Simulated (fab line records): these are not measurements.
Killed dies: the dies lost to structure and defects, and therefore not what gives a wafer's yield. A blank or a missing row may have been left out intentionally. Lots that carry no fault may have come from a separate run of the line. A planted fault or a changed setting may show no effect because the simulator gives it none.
Which tool did it? + flow n5 finfet + 9 lots, 26 wafers sampled, at 2 steps of a route of 1938

== WHAT THE GAUGES SHOWED, per wafer ==
N5_BEOL_M0_CUTY_CD_MEAS_57: target cd 200 nm.
| lot  | measured     | on        | cd nm (nm)        |
|------|--------------|-----------|-------------------|
| L568 | day 6 12:17  | cd sem-02 | 200.3 201.0 201.2 |
| L570 | day 7 03:24  | cd sem-03 | 199.2 199.1 198.4 |
| L571 | day 7 07:04  | cd sem-03 | 199.7 198.6 199.4 |
| L573 | day 8 00:08  | cd sem-02 | 199.6 200.6 200.3 |
| L574 | day 8 05:36  | cd sem-02 | 198.0 198.5 197.1 |
| L577 | day 9 02:55  | cd sem-01 | 201.8 201.8       |
| L584 | day 10 14:46 | cd sem-01 | 201.7 200.7 200.8 |
| L586 | day 11 02:28 | cd sem-02 | 198.9 199.2 199.3 |
| L587 | day 11 12:00 | cd sem-01 | 199.4 201.2 200.5 |

== WHICH TOOL RAN EACH LOT (tool, then ch and the chambers of the sampled wafers, then the start) ==
| lot  | N5_BEOL_M0_SAQP_MANDREL_ETCH_103 |
|------|----------------------------------|
| L568 | rie si-03 ch 0,3, day 6 08:22    |
| L570 | rie si-03 ch 0,2,3, day 6 23:53  |
| L571 | rie si-06 ch 1,2,3, day 7 03:41  |
| L573 | rie si-02 ch 0,1,2, day 7 20:44  |
| L574 | rie si-02 ch 0,1,2, day 8 01:30  |
| L577 | rie si-02 ch 1,2, day 8 23:32    |
| L584 | rie si-03 ch 1,2,3, day 10 10:55 |
| L586 | rie si-03 ch 0,1,2, day 10 23:02 |
| L587 | rie si-06 ch 0,3, day 11 08:11   |
- N5_BEOL_M0_SAQP_MANDREL_ETCH_103: etches a-Si in HBr/Cl2, stops on SiCN, target depth 45 nm, bt time 10 s, time 27 s.

== THE ANSWER, worked out from the rows above alone ==
Rule: what is usual is taken from the lots themselves. Put in order of their means at a reading, lots are off if they are a third of the lots or fewer, leave a main group of 4 or more, and stand apart from it by a gap of 3 or more times the standard deviation of the main group's means; of several such gaps the widest counts. Not used: any main group whose means are identical at the precision the tables above print for the reading. A lot without any number at a reading at which 4 lots or more have one is off too. Where the step has rows for the other lots, those lots are counted as sound.
Across all readings shown, no lot is off: no conclusion can be drawn from this.

== WHAT WAS PUT IN BY THE SIMULATOR ==
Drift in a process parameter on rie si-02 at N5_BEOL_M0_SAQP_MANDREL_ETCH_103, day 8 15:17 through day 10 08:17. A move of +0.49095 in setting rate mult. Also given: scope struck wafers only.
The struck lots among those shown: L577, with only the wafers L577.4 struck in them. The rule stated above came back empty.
